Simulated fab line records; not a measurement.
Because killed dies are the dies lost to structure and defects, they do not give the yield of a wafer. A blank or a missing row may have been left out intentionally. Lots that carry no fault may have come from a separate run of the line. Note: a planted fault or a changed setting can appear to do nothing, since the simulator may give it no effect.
fab line records -- flow nandHarc
record: lots: 13, wafers: 38, lastDay: 33
route steps=1302 shown A_CHANNEL_HOLE_D2@570 THIN_TSV@1259 END@1302
lots that met no fault: from a run of the same line without faults
startH: the number of hours between the record's first day and the start of the first shown wafer of the lot -- waitH: how many hours have passed since the lot's step before this one -- " identical to the entry in the row above -- L1.1+2: a single row standing in for several wafers -- - no value, or no start was given -- * or withheld: withheld -- < > ~ a bound
route shown NAME@n: a module of which the file shows steps, and the number in the route of the first -- usual: mean and standard deviation over wafers with no fault -- same: alike in all rows -- chamber/n: place in a boat -- sites: readings site by site -- _std_site: standard deviation of those values -- _edge_site: inner sites' mean taken away from outer sites' mean -- radiusMm: how far each site lies from the wafer's centre -- mask NAME#n: copy n -- behind: the last tool/chamber to shape the wafer -- hold: cause of the lot's hold/its duration in hours/its outcome -- device: which transistor (n, p or np) failed to switch -- end of line: tests of these same wafers at the route's end -- step lacking rows: just its recipe -- killed: dies lost to structure and defects at the first sort, not the wafer's yield -- map: a wafer's dies, x killed, . not, _ none there
set.NAME: the setting as run; set.NAME@STEP: as run at that earlier step -- model.NAME: the simulator's own value behind a step, which no gauge read
route steps across a sampled set of lots; one table per step, one row per wafer
services: the hour from which a tool's chamber was out of use, counted from the record's first day as startH (under 0 if before that day), plus the number of hours and why
== steps ==
step: NHARC_A_CHANNEL_HOLE_D2_DEP_00
recipe: targetThkA: 31000, tempC: 400, material: aC
usual: susceptorTempC: 400.00/0.21, throttleValvePct: 35.001/0.0092
lot.wafer,tool,chamber,startH,waitH,susceptorTempC,throttleValvePct
L422.1,aclDep-03,0,302.14,0.1,400.29,34.998
L422.2,aclDep-03,0,302.14,0.1,400.20,35.007
L422.3,aclDep-03,0,302.14,0.1,399.91,34.998
L424.1,aclDep-03,0,318.95,3.3,400.06,34.994
L424.4,aclDep-03,0,318.95,3.3,399.96,35.009
L424.5,aclDep-03,0,318.95,3.3,400.10,35.015
L426.1,aclDep-03,0,334.93,2.4,400.08,35.000
L426.2,aclDep-03,0,334.93,2.4,399.89,35.000
L426.3,aclDep-03,0,334.93,2.4,400.11,35.007
L427.1,aclDep-03,0,341.60,0.1,399.85,34.994
L427.2,aclDep-03,0,341.60,0.1,399.92,35.009
L427.3,aclDep-03,0,341.60,0.1,399.85,34.989
L429.1,aclDep-03,0,360.93,0.1,-,34.990
L429.3,aclDep-03,0,360.93,0.1,-,35.013
L429.5,aclDep-03,0,360.93,0.1,-,35.014
L431.1,aclDep-03,0,372.65,1.0,399.51,35.010
L431.2,aclDep-03,0,372.65,1.0,399.94,34.987
L431.6,aclDep-03,0,374.24,2.6,400.06,34.998
L432.2,aclDep-03,0,396.90,0.5,400.14,35.002
L432.3,aclDep-03,0,396.90,0.5,400.28,35.004
L432.6,aclDep-03,0,396.90,0.5,400.44,35.005
L435.1,aclDep-03,0,435.07,3.9,-,35.002
L435.2,aclDep-03,0,435.07,3.9,-,35.012
L435.4,aclDep-03,0,435.07,3.9,-,34.998
L437.1,aclDep-03,0,441.71,0.1,399.78,35.007
L437.2,aclDep-03,0,441.71,0.1,400.15,34.991
L439.2,aclDep-03,0,463.90,5.9,-,34.975
L439.3,aclDep-03,0,463.90,5.9,-,35.002
L439.4,aclDep-03,0,463.90,5.9,-,34.982
L443.1,aclDep-02,0,493.92,3.4,399.84,34.996
L443.2,aclDep-02,0,493.92,3.4,399.77,34.982
L443.5,aclDep-02,0,493.92,3.4,399.96,34.981
L444.1,aclDep-02,0,501.79,4.7,400.05,35.002
L444.2,aclDep-02,0,501.79,4.7,400.28,34.998
L444.5,aclDep-02,0,501.79,4.7,399.95,35.002
L445.2,aclDep-03,0,519.92,0.4,399.75,34.988
L445.3,aclDep-03,0,519.92,0.4,399.93,35.002
L445.4,aclDep-03,0,519.92,0.4,400.02,35.010
step: NHARC_THIN_TSV_CD_MEAS_12
recipe: targetCdNm: 1000, landingEnergyEv: 500
usual: cdNm: 1000.5/1.4
lot.wafer,tool,chamber,startH,waitH,cdNm
L422.1,cdSem-02,0,556.98,-,1000.6
L422.2,cdSem-02,0,556.98,-,1000.3
L422.3,cdSem-02,0,556.98,-,999.4
L424.1,cdSem-03,0,564.13,-,1000.6
L424.4,cdSem-03,0,564.13,-,1000.1
L424.5,cdSem-03,0,564.13,-,999.4
L426.1,cdSem-03,0,581.95,-,1002.3
L426.2,cdSem-03,0,581.95,-,1001.3
L426.3,cdSem-03,0,581.95,-,999.9
L427.1,cdSem-03,0,600.98,-,999.9
L427.2,cdSem-03,0,600.98,-,1001.3
L427.3,cdSem-03,0,600.98,-,998.9
L429.1,cdSem-01,0,612.97,-,1001.5
L429.3,cdSem-01,0,612.97,-,998.9
L429.5,cdSem-01,0,612.97,-,1002.5
L431.1,cdSem-03,0,625.69,-,999.0
L431.2,cdSem-03,0,625.69,-,998.8
L431.6,cdSem-03,0,625.69,-,998.9
L432.2,cdSem-02,0,652.77,-,1000.7
L432.3,cdSem-02,0,652.77,-,999.2
L432.6,cdSem-02,0,652.77,-,1001.3
L435.1,cdSem-02,0,679.41,-,998.2
L435.4,cdSem-02,0,679.41,-,997.1
L437.1,cdSem-02,0,707.84,-,1003.3
L439.3,cdSem-03,0,718.65,-,1000.9
L439.4,cdSem-03,0,718.65,-,999.2
L443.1,cdSem-02,0,755.52,-,1002.4
L443.2,cdSem-02,0,755.52,-,1001.0
L443.5,cdSem-02,0,755.52,-,1000.6
L444.1,cdSem-02,0,756.73,-,998.8
L444.2,cdSem-02,0,756.73,-,1000.4
L444.5,cdSem-02,0,756.73,-,1000.3
L445.2,cdSem-02,0,765.82,-,1001.0
L445.3,cdSem-02,0,765.82,-,1003.8
L445.4,cdSem-02,0,765.82,-,1002.8
step: NHARC_THIN_TSV_STRIP_62
recipe: powerW: 1500, tempC: 250, timeS: 20, chemistry: N2/H2
usual: drypumpMotorCurrentA: 6.08/0.15, heaterPowerW: 316/24
same: timeS: 20
lot.wafer,tool,chamber,startH,waitH,drypumpMotorCurrentA,heaterPowerW,rfHoursCounterH
L422.2,plasmaAsher-02,1,559.56,-,5.88,299,27
L422.1,plasmaAsher-02,0,559.56,-,5.99,350,27
L422.3,plasmaAsher-02,0,559.56,-,5.97,351,-
L424.1,plasmaAsher-01,0,566.87,-,6.19,326,8
L424.4,plasmaAsher-01,1,566.87,-,6.28,285,-
L424.5,plasmaAsher-01,1,566.87,-,6.26,285,-
L426.2,plasmaAsher-02,1,584.59,-,5.88,298,32
L426.1,plasmaAsher-02,0,584.59,-,5.98,347,32
L426.3,plasmaAsher-02,1,584.59,-,5.88,293,-
L427.1,plasmaAsher-01,1,603.81,-,6.28,284,16
L427.2,plasmaAsher-01,0,603.81,-,6.18,323,16
L427.3,plasmaAsher-01,1,603.81,-,6.27,282,-
L429.1,plasmaAsher-02,1,615.59,-,5.88,312,1
L429.3,plasmaAsher-02,1,615.59,-,5.88,312,-
L429.5,plasmaAsher-02,0,615.59,-,5.98,350,-
L431.1,plasmaAsher-01,0,628.28,-,6.19,318,23
L431.2,plasmaAsher-01,1,628.28,-,6.24,293,23
L431.6,plasmaAsher-01,1,628.28,-,6.23,289,-
L432.2,plasmaAsher-01,0,655.39,-,6.20,326,29
L432.3,plasmaAsher-01,1,655.39,-,6.25,288,-
L432.6,plasmaAsher-01,0,655.39,-,6.19,325,-
L435.1,plasmaAsher-02,1,682.05,-,5.89,312,14
L435.4,plasmaAsher-02,0,682.05,-,5.96,358,-
L437.1,plasmaAsher-01,0,710.45,-,6.18,311,1
L439.4,plasmaAsher-02,0,721.31,-,5.95,354,-
L439.3,plasmaAsher-02,1,721.31,-,5.88,312,-
L443.1,plasmaAsher-01,0,758.11,-,6.19,312,12
L443.2,plasmaAsher-01,1,758.11,-,6.25,290,12
L443.5,plasmaAsher-01,1,758.11,-,6.27,299,-
L444.1,plasmaAsher-02,1,759.33,-,5.89,311,31
L444.2,plasmaAsher-02,0,759.33,-,5.97,356,31
L444.5,plasmaAsher-02,0,759.33,-,5.98,356,-
L445.2,plasmaAsher-02,1,768.63,-,5.89,313,33
L445.3,plasmaAsher-02,1,768.63,-,5.89,317,-
L445.4,plasmaAsher-02,0,768.63,-,5.98,357,-
step: NHARC_THIN_TSV_ETCH_59
recipe: targetDepthA: 8800, icpW: 900, biasW: 100, Cl2_flow_sccm: 60, bcl3FlowSccm: 30, timeS: 138.1, chemistry: Cl2/BCl3
usual: chamberPressureMTorr: 10.000/0.0087, drypumpMotorCurrentA: 5.7/0.48, oesProductAu: 0.997/0.0069, throttleValvePct: 22.265/0.0086
same: timeS: 138.1
lot.wafer,tool,chamber,startH,waitH,chamberPressureMTorr,drypumpMotorCurrentA,oesProductAu,rfHoursCounterH,throttleValvePct
L422.1,rieMetal-02,0,563.02,0.1,10.007,5.6,0.997,1.5,22.263
L422.2,rieMetal-02,1,563.02,0.1,10.015,6.3,0.988,1.4,22.263
L422.3,rieMetal-02,0,563.02,0.1,10.001,5.6,1.003,-,22.261
L424.1,rieMetal-01,0,570.45,0.1,10.010,5.9,1.004,3.3,22.253
L424.4,rieMetal-01,0,570.45,0.1,10.004,6.0,1.010,-,22.273
L424.5,rieMetal-01,1,570.45,0.1,9.993,4.8,0.995,-,22.264
L426.1,rieMetal-03,0,588.08,0.1,10.004,5.7,0.999,0.9,22.278
L426.2,rieMetal-03,1,588.08,0.1,9.996,5.6,0.995,0.9,22.266
L426.3,rieMetal-03,0,588.08,0.1,10.009,5.7,0.999,-,22.260
L427.1,rieMetal-01,0,607.31,0.1,9.990,6.0,1.001,0.5,22.266
L427.2,rieMetal-01,1,607.31,0.1,9.994,4.8,0.993,0.5,22.275
L427.3,rieMetal-01,0,607.31,0.1,10.009,6.0,1.002,-,22.261
L429.1,rieMetal-03,0,619.19,0.2,9.996,5.7,0.992,1.6,22.276
L429.3,rieMetal-03,0,619.19,0.2,10.003,5.7,0.998,-,22.264
L429.5,rieMetal-03,1,619.19,0.2,10.007,5.6,0.994,-,22.257
L431.1,rieMetal-03,0,631.74,0.1,9.993,5.7,1.006,1.8,22.263
L431.2,rieMetal-03,1,631.74,0.1,9.999,5.6,0.998,1.8,22.266
L431.6,rieMetal-03,0,631.74,0.1,9.991,5.7,0.995,-,22.259
L432.2,rieMetal-02,0,658.87,0.1,10.000,5.6,1.014,0.1,22.288
L432.3,rieMetal-02,0,658.87,0.1,9.991,5.6,0.998,-,22.270
L432.6,rieMetal-02,0,658.87,0.1,9.988,5.6,1.000,-,22.243
L435.1,rieMetal-03,0,685.49,0.1,9.990,5.7,0.994,2.8,22.278
L435.4,rieMetal-03,0,685.49,0.1,10.000,5.7,0.986,-,22.264
L437.1,rieMetal-03,1,713.93,0.2,9.992,5.6,0.989,0.0,22.265
L439.4,rieMetal-03,0,724.95,0.2,10.007,5.7,0.990,-,22.259
L439.3,rieMetal-03,1,724.95,0.2,9.999,5.6,1.001,-,22.280
L443.1,rieMetal-01,1,761.62,0.1,10.006,4.8,0.992,0.0,22.251
L443.2,rieMetal-01,0,761.62,0.1,10.008,6.0,0.984,0.0,22.266
L443.5,rieMetal-01,1,761.62,0.1,9.981,4.8,0.985,-,22.272
L444.1,rieMetal-02,1,762.94,0.1,9.993,6.3,1.004,2.5,22.259
L444.2,rieMetal-02,0,762.94,0.1,9.998,5.6,0.989,1.6,22.263
L444.5,rieMetal-02,1,762.94,0.1,10.001,6.3,0.993,-,22.275
L445.2,rieMetal-03,1,772.22,0.1,9.998,5.6,0.987,1.3,22.288
L445.3,rieMetal-03,1,772.22,0.1,10.004,5.6,0.992,-,22.261
L445.4,rieMetal-03,0,772.22,0.1,9.997,5.7,0.988,-,22.269
step: NHARC_END_SORT_01
recipe: tempC: 25
usual: killedAtArray: 61/23, killedAtOther: 1.3/1.4, killedAtPeriphery: 4.0/2.6, killedDies: 66/22, killedOpen: 3.4/1.8, killedShort: 2.3/1.4
same: grossDies: 677
lot.wafer,tool,chamber,startH,waitH,killedAtArray,killedAtOther,killedAtPeriphery,killedDies,killedOpen,killedShort
L435.1,prober-02,0,694.16,2.5,50,0,6,56,4,3
L435.2,prober-02,0,694.96,2.8,673,0,4,677,7,1
L435.4,prober-02,0,696.54,3.4,59,1,7,67,9,2
L437.1,prober-02,0,722.81,2.6,56,5,5,66,4,3
L437.2,prober-02,0,723.62,2.9,670,6,1,677,3,2
L439.2,prober-02,0,733.57,2.8,671,0,6,677,5,3
L439.3,prober-02,0,734.37,3.1,55,0,3,58,3,3
L439.4,prober-02,0,735.17,3.4,60,1,6,67,4,2
killed by level:class
L435.1 A_CHANNEL_HOLE_D1:chamberFilmFlake=36 A_STAIRCASE:chamberFilmFlake=3 A_M0:geometricParticle:open=2 P_GATE:chamberFilmFlake=2 A_ZERO_WELL:chamberFilmFlake=2 P_CONTACT:geometricParticle:open=1 P_M2:geometricParticle:open=1 A_ONON_D2:geometricParticle:short=1
L435.2 A_CHANNEL_HOLE_D2:areaDep=611 A_CHANNEL_HOLE_D1:chamberFilmFlake=37 A_STAIRCASE:chamberFilmFlake=7 A_CHANNEL_FILL_D2:geometricParticle:open=5 A_BONDPAD:chamberFilmFlake=4 P_GATE:chamberFilmFlake=2 A_ONON_D2:geometricParticle:open=1 A_CHANNEL_FILL_D2:geometricParticle:short=1
L435.4 A_CHANNEL_HOLE_D1:chamberFilmFlake=32 A_STAIRCASE:chamberFilmFlake=9 A_BONDPAD:chamberFilmFlake=4 A_ZERO_WELL:chamberFilmFlake=3 P_CONTACT:geometricParticle:open=2 P_ZERO_WELL:chamberFilmFlake=2 A_CONTACT:chamberFilmFlake=2 P_M0:geometricParticle:open=1
L437.1 A_SLIT:chamberFilmFlake=35 A_CHANNEL_HOLE_D1:chamberFilmFlake=10 THIN_TSV:chamberFilmFlake=5 A_CONTACT:chamberFilmFlake=3 P_GATE:geometricParticle:open=2 A_STAIRCASE:chamberFilmFlake=2 P_CONTACT:geometricParticle:open=1 A_ONON_D1:geometricParticle:short=1
L437.2 A_CHANNEL_HOLE_D2:areaDep=616 A_SLIT:chamberFilmFlake=30 A_CHANNEL_HOLE_D1:chamberFilmFlake=7 A_CONTACT:chamberFilmFlake=7 THIN_TSV:chamberFilmFlake=6 A_CHANNEL_HOLE_D1:geometricParticle:short=2 A_ZERO_WELL:chamberFilmFlake=2 A_DECK1_JOINT:chamberFilmFlake=2
L439.2 A_CHANNEL_HOLE_D2:areaDep=621 A_CHANNEL_HOLE_D2:chamberFilmFlake=21 A_STAIRCASE:chamberFilmFlake=8 A_CHANNEL_HOLE_D1:chamberFilmFlake=7 A_SLIT:chamberFilmFlake=5 P_GATE:geometricParticle:short=2 A_M0:geometricParticle:open=2 P_GATE:chamberFilmFlake=2
L439.3 A_CHANNEL_HOLE_D2:chamberFilmFlake=25 A_STAIRCASE:chamberFilmFlake=7 A_CONTACT:chamberFilmFlake=7 A_CHANNEL_HOLE_D1:chamberFilmFlake=6 A_SLIT:chamberFilmFlake=3 P_CONTACT:geometricParticle:short=2 A_WL_FILL:chamberFilmFlake=2 A_SGD_CUT:geometricParticle:open=1
L439.4 A_CHANNEL_HOLE_D2:chamberFilmFlake=29 A_STAIRCASE:chamberFilmFlake=10 A_CHANNEL_HOLE_D1:chamberFilmFlake=7 A_CONTACT:chamberFilmFlake=5 A_M0:geometricParticle:short=2 P_GATE:chamberFilmFlake=2 A_SLIT:chamberFilmFlake=2 A_WL_FILL:chamberFilmFlake=2
== services ==
tool,chamber,startH,hours,kind
plasmaAsher-02,-,297.59,1.1,repair
rieMetal-03,1,302.81,14.0,repair
aclDep-03,-,305.95,13.0,pm
rieMetal-02,1,307.88,2.2,repair
plasmaAsher-02,-,333.89,1.7,repair
rieMetal-01,-,339.40,1.1,repair
rieMetal-03,-,342.00,9.0,pm
plasmaAsher-01,-,342.22,9.0,pm
rieMetal-01,-,398.00,9.0,pm
plasmaAsher-02,-,401.61,4.9,repair
plasmaAsher-02,-,426.00,9.0,pm
rieMetal-01,0,426.92,2.7,repair
rieMetal-02,-,454.00,9.0,pm
rieMetal-02,1,477.10,17.4,repair
aclDep-03,-,487.90,13.0,pm
rieMetal-03,0,508.25,8.6,repair
rieMetal-03,-,519.00,9.0,pm
plasmaAsher-01,-,519.22,9.0,pm
rieMetal-01,-,575.00,9.0,pm
plasmaAsher-02,-,603.00,9.0,pm
aclDep-03,-,669.70,13.0,pm
rieMetal-03,-,696.00,9.0,pm
plasmaAsher-01,-,696.22,9.0,pm
plasmaAsher-01,-,747.05,1.4,repair
== key ==
firstSign: step: NHARC_END_SORT_01, reading: killedDies, direction: up, sigmas: 27, usual: 66, struck: 677
effect: step: NHARC_END_SORT_01, reading: killedAtArray, direction: up, sigmas: 27, usual: 61, struck: 671
moreKillsBornAt: NHARC_A_CHANNEL_HOLE_D2_DEP_00@aclDep-03: 1848
metAt NHARC_A_CHANNEL_HOLE_D2_DEP_00
struckLots L435,L437,L439
struckWafers L435.2,L437.2,L439.2
laterRowsLeftOut L435.2,L437.2,L439.2
testerLeftOut L435,L437,L439
notActingAt NHARC_THIN_TSV_CD_MEAS_12,NHARC_THIN_TSV_STRIP_62,NHARC_THIN_TSV_ETCH_59
onsetBetween 396.90 435.07
fault: kind: processParameterDrift, tool: aclDep-03, chamber: -, onsetH: 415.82, steps: NHARC_A_CHANNEL_HOLE_D2_DEP_00, channel: targetThkA, offset: *, shape: step, endH: 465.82, scope: struckWafersOnly, actsIn: *, stated: *
testerLeftOut: of these lots the tester's yield and bins aren't shown, on N5 and GAA mostly nor the transistor test; their killed dies are dies lost to structure and defects alone, not to doping, threshold or leakage, so they don't give the yield
laterRowsLeftOut: the simulator's readings of these wafers behind a module that went badly wrong aren't trusted and aren't shown, but for the sort
